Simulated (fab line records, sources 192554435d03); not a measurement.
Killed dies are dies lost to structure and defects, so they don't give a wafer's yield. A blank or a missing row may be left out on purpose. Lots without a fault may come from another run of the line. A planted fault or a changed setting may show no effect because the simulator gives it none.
Chamber matching | flow n5_finfet | N5_PMOS_HMC_CHANNEL_EPI_DESCUM_14 on rie_diel-02: 4 sister chambers
The step chemistry O2, time 7.9 s. 4 wafers are shown with their chamber, then 8 later ones without.

WAFERS WITH THEIR CHAMBER
wafer  | chamber | oes_product_au (a.u.)
L082.4 | 3       | 0.69
L083.6 | 2       | 0.94
L085.3 | 1       | 0.67
L088.1 | 0       | 0.73

WAFERS WITHOUT THEIR CHAMBER
wafer  | oes_product_au (a.u.)
L088.5 | 0.72
L088.6 | 0.65
L093.1 | 0.72
L093.2 | 0.90
L093.4 | 0.72
L095.3 | 0.96
L095.5 | 0.72
L095.6 | 0.88

WHICH CHAMBER EACH WENT THROUGH
wafer  | from the rows above          | in truth
L088.5 | can't be placed: 0 or 3 or 1 | 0
L088.6 | can't be placed: 1 or 3      | 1
L093.1 | can't be placed: 0 or 3 or 1 | 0
L093.2 | 2                            | 2
L093.4 | can't be placed: 0 or 3 or 1 | 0
L095.3 | 2                            | 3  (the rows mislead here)
L095.5 | can't be placed: 0 or 3 or 1 | 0
L095.6 | 2                            | 2
Placed correctly: 2 of 8. Can't be placed from these rows: 5 (the true chamber is among the candidates in 5). Placed wrongly: 1.
How it was worked out, from the rows above alone: a wafer's distance from a chamber is the root of the sum, over the readings, of the square of ((its reading less the chamber's mean) divided by the reading's scatter). The wafer belongs to the nearest chamber; if the next one is less than 2 further off, it can't be placed. A chamber's mean is the mean of its shown wafers. The scatter: with one shown wafer a chamber, the root of the mean of the squares of how far each hidden wafer lies from its nearest shown one.
